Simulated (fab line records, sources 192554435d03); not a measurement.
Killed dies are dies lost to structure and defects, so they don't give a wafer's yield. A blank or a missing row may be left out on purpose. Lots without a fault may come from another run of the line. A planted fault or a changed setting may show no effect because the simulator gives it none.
A struck lot beside a sound one | flow n5_finfet | 39 steps out of a route of 1938
Sound: wafers L527.2, L527.3, L527.5. Struck: wafer L543.6. (L543.2 of the same lot was not struck and is left out.) The cause comes at the end.
At each step with rows: each side's tool, then ch and its chambers, then its first start. Under that, the readings that differ: sound wafers | struck wafers | difference of the means | sigmas: that difference in standard deviations of wafers without a fault.
alike: readings whose means differ by less than 2 such deviations, and words and numbers that are the same on both sides. not compared: withheld readings, readings that some wafer has no value for, bounds like >300 that may hide the same value, and numbers for which the record gives no deviation and whose values overlap.
The two part at a step that has a row with sigmas, a row that says differs or no value, or rows on one side only. Numbers that don't overlap but have no deviation are shown without sigmas and don't part them. A reading that every wafer of one side lacks parts them only if that side has two wafers or more.

first, 10 steps without rows for these wafers: N5_DUMMY_GATE_ETCH_23 (etches poly-Si in HBr/Cl2/O2, target depth 41 nm, time 22.3 s); N5_DUMMY_GATE_ETCH_44 (etches poly-Si in HBr/O2, stops on SiO2, target depth 127.5 nm); N5_DUMMY_GATE_ETCH_42 (etches SiO2 in CHF3/O2, target depth 3.5 nm, time 31 s); N5_DUMMY_GATE_STRIP_48 (strips in N2/H2, time 20 s); N5_DUMMY_GATE_PRECLEAN_33 (cleans in dHF, time 10 s); N5_DUMMY_GATE_PRECLEAN_25 (cleans in O3/DIW, time 45 s); N5_DUMMY_GATE_PRECLEAN_51 (cleans in SC2, time 45 s); N5_DUMMY_GATE_SRD_26 (time 30 s); N5_DUMMY_GATE_UV_OZONE_45 (time 120 s); N5_SPACER0_ALD_07 (deposits SiNx, target thk 2 nm).
N5_SPACER0_ALD_00: deposits SiOCN, target thk 3.5 nm, pulse time 3 s, purge time 2 s.
  sound on ald_sin-01 ch 1,2,3, day 3 11:15; struck on ald_sin-01 ch 1, day 7 11:46
  reading                                   | sound       | struck | difference | sigmas
  ald_cycles                                | 58 58 58    | 65     | +7         |
  model.SiOCN_of_SPACER0_ALD_00.thk_nm (nm) | 3.6 3.6 3.4 | 4      | +0         |
  alike: heater_power_w, precursor_pulse_height_rel
then, 25 steps without rows for these wafers: N5_SPACER0_ALD_08 (deposits SiNx, target thk 2 nm); N5_SD_EPI_N_COAT_32 (time 60 s, resist thk 350 nm); N5_SD_EPI_N_COAT_33 (time 60 s, resist thk 35 nm); N5_SD_EPI_N_COAT_03 (resist thk 150 nm); N5_SD_EPI_N_EBR_05; N5_SD_EPI_N_SOFTBAKE_04 (time 60 s); N5_SD_EPI_N_EXPOSE_06 (exposes mask SD N BLK, target cd 120 nm); N5_SD_EPI_N_PEB_07 (peb time 60 s); N5_SD_EPI_N_DEVELOP_08 (develop time 30 s); N5_SD_EPI_N_DESCUM_14 (chemistry O2, time 7.9 s); N5_SD_EPI_N_ETCH_34 (etches SiARC in CF4, target depth 45.5 nm, time 75.8 s); N5_SD_EPI_N_ETCH_35 (etches SOC in N2/H2, overetch 108 nm, time 486 s); N5_SD_EPI_N_STRIP_36 (strips in N2/H2); N5_SD_EPI_N_ETCHBACK_44 (etches SiNx in CH3F/O2, stops on SiO2, target depth 14.5 nm); N5_SD_EPI_N_ETCH_45 (etches SiOCN in CH3F/O2, target depth 6 nm); N5_SD_EPI_N_ETCH_16 (etches SiO2 in CHF3/O2, target depth 5 nm); N5_SD_EPI_N_STRIP_47 (strips in CHF3/O2); N5_SD_EPI_N_SD_RECESS_17 (chemistry HBr/Cl2/O2, target depth 41 nm, time 23.7 s, bt time 3 s); N5_SD_EPI_N_STRIP_38 (strips in N2/H2); N5_SD_EPI_N_WET_ETCH_43 (etches SiO2 in dHF, time 14 s, target depth 1.5 nm); N5_SD_EPI_N_STRIP_18 (strips in SPM, time 750 s); N5_SD_EPI_N_SRD_20 (time 30 s); N5_SD_EPI_N_PRECLEAN_48 (cleans in NF3:NH3, afs cycles 2, time 20 s, sublimation time 60 s); N5_SD_EPI_N_VAPOR_ETCH_50 (etches Si in HCl, time 54 s); N5_SD_EPI_N_EPI_21 (deposits Si:P, time 690 s).
N5_SD_EPI_P_PRECLEAN_32: cleans in dHF, time 10 s.
  sound on wet_bench-04 ch 2,6,7, day 3 21:50; struck on wet_bench-03 ch 4, day 7 22:42
  reading                                   | sound       | struck | difference | sigmas
  model.SiOCN_of_SPACER0_ALD_00.thk_nm (nm) | 3.4 3.4 3.4 | 4      | +1         |
-- the record jumps here: 4 days lie between the struck wafers' starts before and after (it left off in module SD_EPI_P and takes up again in module BEOL_M4, whose first step shown is number 1111 of the route) --
N5_BEOL_M4_RC_MEAS_101:
  sound on prober-02 ch 0, day 8 04:29; struck on prober-01 ch 0, day 12 09:45
  reading       | sound          | struck | difference | sigmas
  ION_N (uA/um) | 668 690 698    | 645    | -40        | -3
  ION_P (uA/um) | 467 468 480    | 439    | -33        | -3
  VT_P (mV)     | -249 -247 -243 | -254   | -8         | -2
  alike: DIBL_N, DIBL_P, IOFF_N, IOFF_P, SS_N, SS_P, VT_N
-- the record jumps here: 5 days lie between the struck wafers' starts before and after (it left off in module BEOL_M4 and takes up again in module PASSIVATION, whose first step shown is number 1936 of the route) --
N5_PASSIVATION_PROBE_49:
  the record has rows for the struck wafers here (prober-01, day 17 03:23) and none for the sound ones

WHERE THEY PART
First at N5_BEOL_M4_RC_MEAS_101; last, within this record, at N5_PASSIVATION_PROBE_49.

WHY: what the simulator had put in
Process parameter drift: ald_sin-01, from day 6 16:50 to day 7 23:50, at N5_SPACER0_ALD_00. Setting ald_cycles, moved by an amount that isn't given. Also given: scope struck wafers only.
